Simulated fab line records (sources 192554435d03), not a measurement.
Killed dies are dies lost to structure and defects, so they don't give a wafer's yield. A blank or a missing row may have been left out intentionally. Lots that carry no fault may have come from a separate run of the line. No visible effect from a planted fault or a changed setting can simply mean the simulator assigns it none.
Chamber matching | flow n5Finfet | N5_BEOL_M9_STRIP_19 on rieDiel-03 has 4 sister chambers
The step strips in O2. 4 wafers are shown with their chamber, then 12 later ones without.

## WAFERS, EACH WITH ITS CHAMBER
wafer  | chamber | drypumpMotorCurrentA (A)
L087.3 | 2       | 5.3
L090.1 | 0       | 5.1
L089.5 | 1       | 5.4
L089.6 | 3       | 6.4

## WAFERS MISSING THEIR CHAMBER
wafer  | drypumpMotorCurrentA (A)
L094.3 | 5.4
L094.4 | 5.4
L094.6 | 5.1
L096.3 | 5.1
L096.5 | 6.4
L096.6 | 5.4
L095.1 | 6.3
L095.2 | 5.1
L095.3 | 5.4
L095.4 | 6.3
L095.5 | 5.4
L095.6 | 5.1

## WHICH CHAMBER EACH WENT THROUGH
wafer  | from the rows above | in truth
L094.3 | 1                   | 1
L094.4 | 1                   | 1
L094.6 | 0                   | 0
L096.3 | 0                   | 0
L096.5 | 3                   | 3
L096.6 | 1                   | 1
L095.1 | 3                   | 3
L095.2 | 0                   | 0
L095.3 | 1                   | 1
L095.4 | 3                   | 3
L095.5 | 1                   | 1
L095.6 | 0                   | 0
Correct placement for 12 of the 12. Can't be placed from these rows: 0. 0 placed wrongly.
How it was worked out, from the rows above alone: a wafer's distance from a chamber is the root of the sum, over the readings, of the square of ((its reading less the chamber's mean) divided by the reading's scatter). If the next closest chamber is less than 2 further off than the closest, the wafer can't be placed; otherwise it belongs to the closest. Each chamber's mean is taken over the wafers shown for it. The scatter (one wafer shown for each chamber): square how far every hidden wafer sits from the nearest shown wafer, average those squares and take the square root.
